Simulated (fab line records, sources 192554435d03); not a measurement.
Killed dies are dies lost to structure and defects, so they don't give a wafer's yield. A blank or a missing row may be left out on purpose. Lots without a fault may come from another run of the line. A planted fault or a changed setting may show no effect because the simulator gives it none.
Which tool did it? | flow n5_finfet | 11 lots, 33 wafers sampled, at 2 steps of a route of 1938

WHAT THE GAUGES READ, wafer by wafer
N5_BEOL_M8_INSPECT_13: inspects for defects (brightfield).
lot  | measured     | on                | raw_defect_count
L076 | day 9 09:46  | defect_inspect-02 | 479 495 330
L077 | day 9 18:56  | defect_inspect-01 | 488 493 616
L081 | day 10 14:56 | defect_inspect-02 | 507 271 536
L082 | day 11 06:06 | defect_inspect-02 | 483 468 442
L084 | day 11 18:40 | defect_inspect-01 | 755 586 690
L085 | day 12 10:07 | defect_inspect-02 | 263 346 200
L087 | day 12 15:28 | defect_inspect-01 | 367 416 260
L091 | day 13 12:38 | defect_inspect-02 | 429 317 387
L093 | day 14 01:40 | defect_inspect-01 | 424 360 350
L094 | day 14 19:55 | defect_inspect-01 | 294 304 336
L096 | day 14 22:19 | defect_inspect-02 | 336 395 399

WHICH TOOL RAN EACH LOT (tool, then ch and the chambers of the sampled wafers, then the start)
lot  | N5_BEOL_M7_STRIP_80
L076 | rie_diel-03 ch 0,1, day 9 09:46 or earlier
L077 | rie_diel-06 ch 0,3, day 9 18:56 or earlier
L081 | rie_diel-06 ch 1,2,3, day 10 14:56 or earlier
L082 | rie_diel-06 ch 0,1, day 11 06:06 or earlier
L084 | rie_diel-01 ch 1,2, day 11 18:40 or earlier
L085 | rie_diel-06 ch 2,3, day 12 10:07 or earlier
L087 | rie_diel-01 ch 1,2,3, day 12 15:28 or earlier
L091 | rie_diel-03 ch 0,1,3, day 13 12:38 or earlier
L093 | rie_diel-01 ch 1,2, day 14 01:40 or earlier
L094 | rie_diel-03 ch 0,2,3, day 14 19:55 or earlier
L096 | rie_diel-03 ch 0,1,2, day 14 22:19 or earlier
- N5_BEOL_M7_STRIP_80: strips in N2/H2, time 10 s.

THE ANSWER, worked out from the rows above alone
Rule: what is usual is taken from the lots themselves. Put in order of their means at a reading, lots are off if they are a third of the lots or fewer, leave a main group of 4 or more, and stand apart from it by a gap of 3 or more times the standard deviation of the main group's means; of several such gaps the widest counts. A main group whose means are all the same, to the digits that the tables above print for the reading, isn't used. A lot without any number at a reading at which 4 lots or more have one is off too. The other lots that the step has rows for count as sound.
No lot is off at any reading shown: from this, nothing can be told.

WHAT THE SIMULATOR HAD PUT IN
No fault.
